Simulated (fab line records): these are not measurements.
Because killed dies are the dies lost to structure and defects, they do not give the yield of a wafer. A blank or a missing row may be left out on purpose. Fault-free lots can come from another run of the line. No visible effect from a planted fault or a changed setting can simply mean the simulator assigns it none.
Which tool was responsible? | flow nand-harc | 72 wafers from 24 lots sampled at 5 of the route's 1302 steps

## WHAT THE GAUGES READ, wafer by wafer
NHARC_A_M1_INSPECT_11.
lot  | measured     | on                | raw-defect-count
L074 | day 22 19:04 | defect-inspect-01 | 148 136 149
L076 | day 23 12:03 | defect-inspect-02 | 54 72 63
L077 | day 23 14:49 | defect-inspect-02 | 96 113 121
L078 | day 24 08:39 | defect-inspect-01 | 21 11 16
L079 | day 24 19:16 | defect-inspect-01 | 78 63 69
L081 | day 25 23:43 | defect-inspect-01 | 25 26 20
L075 | day 26 04:02 | defect-inspect-02 | 100 132 128
L080 | day 26 06:02 | defect-inspect-01 | 122 120 119
L082 | day 26 15:03 | defect-inspect-01 | 76 88 95
L083 | day 26 18:33 | defect-inspect-02 | 135 118 137
L084 | day 26 19:16 | defect-inspect-02 | 43 44 44
L085 | day 27 15:59 | defect-inspect-02 | 16 18 25
L086 | day 28 02:04 | defect-inspect-01 | 159 152 159
L087 | day 28 17:00 | defect-inspect-01 | 63 81 68
L090 | day 28 23:17 | defect-inspect-02 | 19 31 23
L089 | day 28 23:49 | defect-inspect-01 | 146 143 147
L088 | day 29 09:38 | defect-inspect-01 | 121 107 120
L092 | day 29 11:33 | defect-inspect-02 | 58 66 68
L091 | day 29 15:13 | defect-inspect-02 | 117 122 116
L093 | day 30 12:14 | defect-inspect-02 | 112 124 120
L095 | day 31 20:28 | defect-inspect-01 | 86 84 79
L096 | day 31 23:32 | defect-inspect-02 | 27 21 21
L094 | day 32 03:16 | defect-inspect-01 | 86 87 78
L097 | day 32 07:11 | defect-inspect-01 | 97 88 89

NHARC_A_M1_INSPECT_27.
lot  | measured     | on                | raw-defect-count
L074 | day 22 21:41 | defect-inspect-01 | 666 507 591
L076 | day 23 14:44 | defect-inspect-02 | 453 562 476
L077 | day 23 17:32 | defect-inspect-01 | 578 530 514
L078 | day 24 11:17 | defect-inspect-02 | 604 443 429
L079 | day 24 21:54 | defect-inspect-02 | 444 506 632
L081 | day 26 02:48 | defect-inspect-01 | 505 579 468
L075 | day 26 06:40 | defect-inspect-02 | 493 443 574
L080 | day 26 08:39 | defect-inspect-02 | 476 440 519
L082 | day 26 18:01 | defect-inspect-02 | 476 384 448
L083 | day 26 21:29 | defect-inspect-01 | 494 566 451
L084 | day 26 22:13 | defect-inspect-02 | 433 388 401
L085 | day 27 19:02 | defect-inspect-02 | 620 440 458
L086 | day 28 04:42 | defect-inspect-01 | 569 566 568
L087 | day 28 21:32 | defect-inspect-01 | 333 389 345
L090 | day 29 01:55 | defect-inspect-01 | 514 475 705
L089 | day 29 02:29 | defect-inspect-02 | 606 601 647
L088 | day 29 12:16 | defect-inspect-01 | 891 683 717
L092 | day 29 14:12 | defect-inspect-01 | 481 626 450
L091 | day 29 17:51 | defect-inspect-01 | 674 744 672
L093 | day 30 14:52 | defect-inspect-01 | 491 552 462
L095 | day 31 23:11 | defect-inspect-01 | 476 500 568
L096 | day 32 02:10 | defect-inspect-01 | 572 677 583
L094 | day 32 05:54 | defect-inspect-01 | 468 461 486
L097 | day 32 09:49 | defect-inspect-01 | 500 504 646

## WHAT TOOL EACH LOT RAN ON (gives the tool, then ch and the chambers of the sampled wafers, and finally the start)
lot  | NHARC_A_BLC_STRIP_21               | NHARC_A_M0_DESCUM_14               | NHARC_A_M0_ETCH_34
L074 | rie-diel-05 ch 0,1, day 22 12:07   | rie-diel-11 ch 1,2,3, day 22 15:06 | rie-diel-11 ch 1,2,3, day 22 15:10
L076 | rie-diel-01 ch 0,1,2, day 23 05:10 | rie-diel-11 ch 1,2, day 23 08:03   | rie-diel-11 ch 0,2,3, day 23 08:08
L077 | rie-diel-05 ch 1,2, day 23 07:40   | rie-diel-07 ch 1,2, day 23 10:34   | rie-diel-07 ch 1,2, day 23 10:42
L078 | rie-diel-05 ch 0,1,2, day 24 01:48 | rie-diel-11 ch 0,2, day 24 04:40   | rie-diel-11 ch 2,3, day 24 04:46
L079 | rie-diel-05 ch 0,2, day 24 12:20   | rie-diel-04 ch 0,3, day 24 15:22   | rie-diel-04 ch 0,3, day 24 15:28
L081 | rie-diel-01 ch 1,3, day 25 16:46   | rie-diel-04 ch 0,2,3, day 25 19:40 | rie-diel-04 ch 1,2, day 25 19:44
L075 | rie-diel-05 ch 0,2,3, day 25 20:47 | rie-diel-11 ch 0,1,2, day 25 23:42 | rie-diel-11 ch 0,1,2, day 25 23:47
L080 | rie-diel-01 ch 1,2, day 25 22:56   | rie-diel-07 ch 1,2, day 26 01:49   | rie-diel-07 ch 1,2,3, day 26 01:55
L082 | rie-diel-01 ch 0,1,3, day 26 07:47 | rie-diel-07 ch 1,2,3, day 26 10:43 | rie-diel-07 ch 1,2,3, day 26 10:48
L083 | rie-diel-09 ch 0,2,3, day 26 11:44 | rie-diel-04 ch 0,1, day 26 14:37   | rie-diel-04 ch 0,1,2, day 26 14:42
L084 | rie-diel-05 ch 0,3, day 26 11:50   | rie-diel-04 ch 0,1,2, day 26 15:02 | rie-diel-04 ch 1,3, day 26 15:08
L085 | rie-diel-09 ch 1,2, day 27 09:12   | rie-diel-04 ch 0,2, day 27 11:58   | rie-diel-04 ch 0,1,3, day 27 12:04
L086 | rie-diel-05 ch 1,2,3, day 27 18:53 | rie-diel-04 ch 0,3, day 27 21:40   | rie-diel-04 ch 0,1,3, day 27 21:45
L087 | rie-diel-09 ch 1,2, day 28 10:08   | rie-diel-07 ch 0,2,3, day 28 13:02 | rie-diel-07 ch 0,1,3, day 28 13:07
L090 | rie-diel-05 ch 0,2,3, day 28 15:25 | rie-diel-04 ch 0,2,3, day 28 18:12 | rie-diel-04 ch 0,1,3, day 28 18:17
L089 | rie-diel-05 ch 1,2,3, day 28 16:09 | rie-diel-07 ch 1,2, day 28 19:05   | rie-diel-07 ch 0,1,2, day 28 19:11
L088 | rie-diel-01 ch 0,1,2, day 29 02:51 | rie-diel-11 ch 0,1, day 29 05:44   | rie-diel-11 ch 1,2, day 29 05:49
L092 | rie-diel-01 ch 0,2,3, day 29 04:43 | rie-diel-07 ch 0,1,2, day 29 07:29 | rie-diel-07 ch 0,1,2, day 29 07:35
L091 | rie-diel-05 ch 0,1,2, day 29 08:11 | rie-diel-07 ch 1,2, day 29 11:02   | rie-diel-07 ch 0,3, day 29 11:07
L093 | rie-diel-01 ch 2,3, day 30 05:18   | rie-diel-07 ch 0,2,3, day 30 08:11 | rie-diel-07 ch 0,3, day 30 08:16
L095 | rie-diel-01 ch 1,2, day 31 13:51   | rie-diel-04 ch 2,3, day 31 16:36   | rie-diel-04 ch 1,2,3, day 31 16:42
L096 | rie-diel-05 ch 0,2,3, day 31 16:17 | rie-diel-11 ch 0,2,3, day 31 19:37 | rie-diel-11 ch 1,3, day 31 19:41
L094 | rie-diel-05 ch 0,1,3, day 31 20:25 | rie-diel-07 ch 0,1, day 31 23:13   | rie-diel-07 ch 0,2,3, day 31 23:19
L097 | rie-diel-05 ch 0,1,3, day 31 23:48 | rie-diel-04 ch 0,3, day 32 02:41   | rie-diel-04 ch 0,1, day 32 02:46
- NHARC_A_BLC_STRIP_21: strips in O2.
- NHARC_A_M0_DESCUM_14: chemistry O2, time 3 s.
- NHARC_A_M0_ETCH_34: etches the open film in N2/H2, target depth 40 nm, overetch 12 nm, time 43.94 s.

## WHAT THE TOOLS THEMSELVES READ (means of the sampled wafers that have a number; where no wafer has one, the mark that the record gives instead)
NHARC_A_BLC_STRIP_21.
lot  | tool        | drypump-motor-current-A (A) | oes-product-au (a.u.) | rf-vpp-V (V) | showerhead-plenum-p-Torr (Torr) | throttle-valve-pct (%)
L074 | rie-diel-05 | 5.5                         | 0.986                 | 58.3         | 3.65                            | 17.050
L076 | rie-diel-01 | 5.4                         | 1.008                 | 58.4         | 3.66                            | 17.031
L077 | rie-diel-05 | 6.1                         | 0.981                 | 57.4         | 3.50                            | 17.040
L078 | rie-diel-05 | 5.8                         | 0.991                 | 57.5         | 3.55                            | 17.032
L079 | rie-diel-05 | 5.6                         | 0.990                 | 57.9         | 3.51                            | 17.035
L081 | rie-diel-01 | 5.8                         | 0.997                 | 57.0         | 3.64                            | 17.041
L075 | rie-diel-05 | 5.9                         | 1.006                 | 56.8         | 3.54                            | 17.038
L080 | rie-diel-01 | 5.5                         | 1.013                 | 57.3         | 3.71                            | 17.040
L082 | rie-diel-01 | 5.5                         | 1.001                 | 57.8         | 3.62                            | 17.032
L083 | rie-diel-09 | 5.9                         | 1.007                 | 58.2         | 3.58                            | 17.031
L084 | rie-diel-05 | 5.8                         | 1.000                 | 58.3         | 3.62                            | 17.038
L085 | rie-diel-09 | 5.8                         | 1.010                 | 57.6         | 3.41                            | 17.037
L086 | rie-diel-05 | 6.0                         | 0.994                 | 57.5         | 3.57                            | 17.039
L087 | rie-diel-09 | 5.9                         | 0.999                 | 57.2         | 3.41                            | 17.039
L090 | rie-diel-05 | 5.9                         | 1.005                 | 57.9         | 3.53                            | 17.038
L089 | rie-diel-05 | 6.0                         | 0.998                 | 58.0         | 3.57                            | 17.037
L088 | rie-diel-01 | 5.3                         | 1.006                 | 58.7         | 3.65                            | 17.037
L092 | rie-diel-01 | 5.5                         | 0.994                 | 57.2         | 3.58                            | 17.044
L091 | rie-diel-05 | 5.8                         | 0.996                 | 58.2         | 3.54                            | 17.047
L093 | rie-diel-01 | 5.9                         | 1.010                 | 57.5         | 3.60                            | 17.038
L095 | rie-diel-01 | 5.5                         | 1.003                 | 58.1         | 3.70                            | 17.049
L096 | rie-diel-05 | 5.8                         | 0.995                 | 57.2         | 3.53                            | 17.033
L094 | rie-diel-05 | 5.6                         | 0.993                 | 57.0         | 3.62                            | 17.041
L097 | rie-diel-05 | 5.6                         | 0.994                 | 57.5         | 3.62                            | 17.041

NHARC_A_M0_DESCUM_14.
lot  | tool        | drypump-motor-current-A (A) | oes-product-au (a.u.) | rf-vpp-V (V) | showerhead-plenum-p-Torr (Torr) | throttle-valve-pct (%)
L074 | rie-diel-11 | 5.7                         | 0.998                 | 58.2         | 1.93                            | 11.302
L076 | rie-diel-11 | 5.5                         | 0.993                 | 57.5         | 1.96                            | 11.311
L077 | rie-diel-07 | 6.3                         | 1.000                 | 57.6         | 1.90                            | 11.304
L078 | rie-diel-11 | 5.7                         | 0.992                 | 57.5         | 1.92                            | 11.314
L079 | rie-diel-04 | 6.1                         | 0.989                 | 58.6         | 2.04                            | 11.320
L081 | rie-diel-04 | 6.2                         | 0.981                 | 58.1         | 1.99                            | 11.302
L075 | rie-diel-11 | 5.5                         | 0.999                 | 58.1         | 1.92                            | 11.312
L080 | rie-diel-07 | 6.0                         | 0.996                 | 58.2         | 1.85                            | 11.313
L082 | rie-diel-07 | 6.2                         | 0.998                 | 57.4         | 1.85                            | 11.317
L083 | rie-diel-04 | 5.7                         | 0.988                 | 58.8         | 1.98                            | 11.320
L084 | rie-diel-04 | 5.8                         | 0.981                 | 56.6         | 1.93                            | 11.317
L085 | rie-diel-04 | 6.3                         | 0.980                 | 58.2         | 1.94                            | 11.309
L086 | rie-diel-04 | 6.0                         | 0.983                 | 58.3         | 2.04                            | 11.307
L087 | rie-diel-07 | 6.3                         | 1.002                 | 58.0         | 1.85                            | 11.319
L090 | rie-diel-04 | 6.2                         | 0.994                 | 57.8         | 1.99                            | 11.317
L089 | rie-diel-07 | 6.3                         | 0.999                 | 56.6         | 1.90                            | 11.311
L088 | rie-diel-11 | 5.3                         | 1.003                 | 57.3         | 1.92                            | 11.314
L092 | rie-diel-07 | 6.1                         | 1.009                 | 56.6         | 1.86                            | 11.302
L091 | rie-diel-07 | 6.1                         | 1.001                 | 57.0         | 1.85                            | 11.310
L093 | rie-diel-07 | 6.3                         | 0.997                 | 57.4         | 1.85                            | 11.306
L095 | rie-diel-04 | 6.3                         | 0.994                 | 58.5         | 1.95                            | 11.311
L096 | rie-diel-11 | 5.9                         | 1.009                 | 56.9         | 1.89                            | 11.316
L094 | rie-diel-07 | 5.9                         | 0.989                 | 58.3         | 1.82                            | 11.307
L097 | rie-diel-04 | 6.1                         | 0.986                 | 58.2         | 2.04                            | 11.313

NHARC_A_M0_ETCH_34.
lot  | tool        | drypump-motor-current-A (A) | oes-product-au (a.u.) | rf-vpp-V (V) | showerhead-plenum-p-Torr (Torr) | throttle-valve-pct (%)
L074 | rie-diel-11 | 5.8                         | 0.987                 | 431.0        | 2.06                            | 14.178
L076 | rie-diel-11 | 6.0                         | 0.997                 | 430.5        | 2.02                            | 14.176
L077 | rie-diel-07 | 6.0                         | 1.006                 | 429.1        | 1.98                            | 14.169
L078 | rie-diel-11 | 5.9                         | 0.985                 | 431.6        | 2.06                            | 14.173
L079 | rie-diel-04 | 6.0                         | 0.993                 | 434.4        | 2.18                            | 14.173
L081 | rie-diel-04 | 6.0                         | 0.985                 | 429.7        | 2.02                            | 14.164
L075 | rie-diel-11 | 5.5                         | 0.991                 | 431.5        | 2.05                            | 14.172
L080 | rie-diel-07 | 6.2                         | 1.010                 | 429.3        | 1.97                            | 14.172
L082 | rie-diel-07 | 6.2                         | 1.002                 | 428.2        | 1.97                            | 14.170
L083 | rie-diel-04 | 5.8                         | 0.988                 | 430.9        | 2.06                            | 14.180
L084 | rie-diel-04 | 5.3                         | 0.993                 | 431.9        | 2.06                            | 14.174
L085 | rie-diel-04 | 5.7                         | 0.998                 | 432.5        | 2.12                            | 14.164
L086 | rie-diel-04 | 5.6                         | 0.984                 | 432.4        | 2.11                            | 14.171
L087 | rie-diel-07 | 6.0                         | 1.001                 | 427.2        | 1.93                            | 14.175
L090 | rie-diel-04 | 5.7                         | 0.998                 | 432.9        | 2.11                            | 14.162
L089 | rie-diel-07 | 6.1                         | 0.998                 | 428.5        | 1.98                            | 14.168
L088 | rie-diel-11 | 5.5                         | 1.003                 | 431.4        | 2.09                            | 14.175
L092 | rie-diel-07 | 6.1                         | 0.996                 | 428.5        | 1.98                            | 14.177
L091 | rie-diel-07 | 6.2                         | 1.000                 | 427.8        | 1.93                            | 14.164
L093 | rie-diel-07 | 6.2                         | 1.010                 | 427.7        | 1.93                            | 14.176
L095 | rie-diel-04 | 5.8                         | 0.994                 | 432.1        | 2.07                            | 14.173
L096 | rie-diel-11 | 5.5                         | 1.012                 | 431.3        | 2.06                            | 14.178
L094 | rie-diel-07 | 6.3                         | 0.999                 | 428.6        | 1.98                            | 14.171
L097 | rie-diel-04 | 5.3                         | 0.995                 | 430.3        | 2.05                            | 14.170

## THE ANSWER, worked out from the rows above alone
Rule: usual is defined by the lots themselves. The widest of any qualifying gaps counts: lots, ordered by their means at a reading, are off when they make up no more than a third of the lots, leave a main group of 4 or more, and stand apart from it by 3 or more times the standard deviation of that group's means. Not used: any main group whose means are identical at the precision the tables above print for the reading. Also off: a lot with no number at a reading for which 4 or more lots have one. Where the step has rows for the other lots, those lots are counted as sound. Order of review: gauges by route order, followed by the tools' own readings, for which a lot's mean as printed above is used. At the first step where some lot is off, the reading lying furthest off is the one used; lots without a number count as furthest.
No lot is off at any reading shown: from this, nothing can be told.

## WHAT THE SIMULATOR PUT IN
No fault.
